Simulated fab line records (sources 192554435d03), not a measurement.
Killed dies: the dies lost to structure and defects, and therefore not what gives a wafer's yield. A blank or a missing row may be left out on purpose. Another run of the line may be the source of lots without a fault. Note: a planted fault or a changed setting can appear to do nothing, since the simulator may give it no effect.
2 desks, one fault    flow n5 finfet    numbers are kept per desk, each desk with only its own; the story behind them comes last

== AT THE METROLOGY DESK ==
What the gauges read, lot by lot, whatever tool the lot ran on: means of the sampled wafers that have a number. A lot is out of limits, marked OUT, if its mean lies more than 4 standard deviations from the usual mean; the brackets give that distance. Only the readings that lie furthest out on some lot appear, 7 of the 10 it has.
Columns: A = DIBL_N at N5_BEOL_M4_RC_MEAS_101, usual 36.4 mV/V; B = DIBL_P at N5_BEOL_M4_RC_MEAS_101, usual 36.4 mV/V; C = IOFF_N at N5_BEOL_M4_RC_MEAS_101, usual 0.16 nA/um; D = IOFF_P at N5_BEOL_M4_RC_MEAS_101, usual 0.21 nA/um; E = ION_N at N5_BEOL_M4_RC_MEAS_101, usual 680 uA/um; F = SS_N at N5_BEOL_M4_RC_MEAS_101, usual 71.5 mV/dec; G = VT_N at N5_BEOL_M4_RC_MEAS_101, usual 249 mV
lot   first seen here  A     B     C     D     E    F     G
L795  day 9 17:30      36.7  37.3  0.16  0.20  674  71.5  251
L796  day 9 22:27      35.5  34.5  0.14  0.21  681  71.6  252
L797  day 10 00:14     35.3  36.3  0.17  0.21  678  71.7  248
L800  day 10 04:45     36.4  34.8  0.15  0.21  678  71.8  247
L801  day 10 17:04     37.6  38.8  0.18  0.22  673  71.6  249
L805  day 11 21:03     33.1  34.0  0.12  0.17  662  70.7  252
L811  day 13 05:23     39.6  40.3  0.25  0.28  702  72.4  242
L810  day 13 14:23     35.8  36.8  0.18  0.20  685  71.6  246
L812  day 13 18:07     36.1  35.4  0.14  0.21  674  71.3  252
This desk's verdict: no lot among the 9 shows anything out of limits.

== THE TOOL OWNER'S DESK: pvd sputter-02 ==
At N5_MIM_TOP_SPUTTER_03 (material TiN, target thk 35 nm, time 89.7 s) the tool's own readings: per lot run on this tool, the mean of the sampled wafers that have a number. A lot is out of limits, marked OUT, if its mean lies more than 4 standard deviations from the usual mean; the brackets give that distance.
Columns: A = throttle valve pct at N5_MIM_TOP_SPUTTER_03, usual 29.3 %
lot   first seen here  A
L801  day 14 13:31     30.4
L805  day 15 20:32     30.0
This desk's verdict: no lot among the 2 shows anything out of limits.

== PUT TOGETHER ==
The metrology desk saw nothing out of limits.
The desk of the tool owner found nothing out of limits.

== WHAT HAD BEEN PUT IN BY THE SIMULATOR ==
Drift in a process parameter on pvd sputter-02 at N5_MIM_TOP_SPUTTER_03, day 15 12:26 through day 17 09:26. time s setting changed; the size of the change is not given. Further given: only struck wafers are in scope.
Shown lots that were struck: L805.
